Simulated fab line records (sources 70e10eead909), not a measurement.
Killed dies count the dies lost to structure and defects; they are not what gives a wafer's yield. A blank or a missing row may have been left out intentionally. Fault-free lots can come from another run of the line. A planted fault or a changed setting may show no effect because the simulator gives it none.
Matching of chambers :: flow nandHarc :: NHARC_P_M2_STRIP_18 on rieDiel-03 has 4 sister chambers
The step strips in N2/H2. 4 wafers are shown with their chamber, then 7 later ones without.

## WAFERS PAIRED WITH THEIR CHAMBERS
wafer: L406.4
chamber: 1
drypumpMotorCurrentA (A): 6.0

wafer: L410.5
chamber: 2
drypumpMotorCurrentA (A): 6.3

wafer: L421.3
chamber: 3
drypumpMotorCurrentA (A): 5.8

wafer: L421.5
chamber: 0
drypumpMotorCurrentA (A): 4.7

## WAFERS WITHOUT THEIR CHAMBER
wafer: L421.6
drypumpMotorCurrentA (A): 5.8

wafer: L422.1
drypumpMotorCurrentA (A): 4.7

wafer: L422.2
drypumpMotorCurrentA (A): 5.7

wafer: L422.4
drypumpMotorCurrentA (A): 6.0

wafer: L423.2
drypumpMotorCurrentA (A): 6.0

wafer: L423.3
drypumpMotorCurrentA (A): 5.8

wafer: L423.4
drypumpMotorCurrentA (A): 4.7

## WHICH CHAMBER EACH ONE RAN IN
wafer: L421.6
from the rows above: 3
in truth: 3

wafer: L422.1
from the rows above: 0
in truth: 0

wafer: L422.2
from the rows above: 3
in truth: 3

wafer: L422.4
from the rows above: 1
in truth: 1

wafer: L423.2
from the rows above: 1
in truth: 1

wafer: L423.3
from the rows above: 3
in truth: 3

wafer: L423.4
from the rows above: 0
in truth: 0
Placed correctly: 7 of 7. Can't be placed from these rows: 0. Wrongly placed: 0.
How it was worked out, from the rows above alone: a wafer's distance from a chamber is the root of the sum, over the readings, of the square of ((its reading less the chamber's mean) divided by the reading's scatter). The wafer belongs to the nearest chamber; if the next one is less than 2 further off, it can't be placed. The mean given for a chamber averages the wafers shown for that chamber. The scatter: root of mean squared gap, hidden wafer to nearest shown wafer, with one shown wafer a chamber.
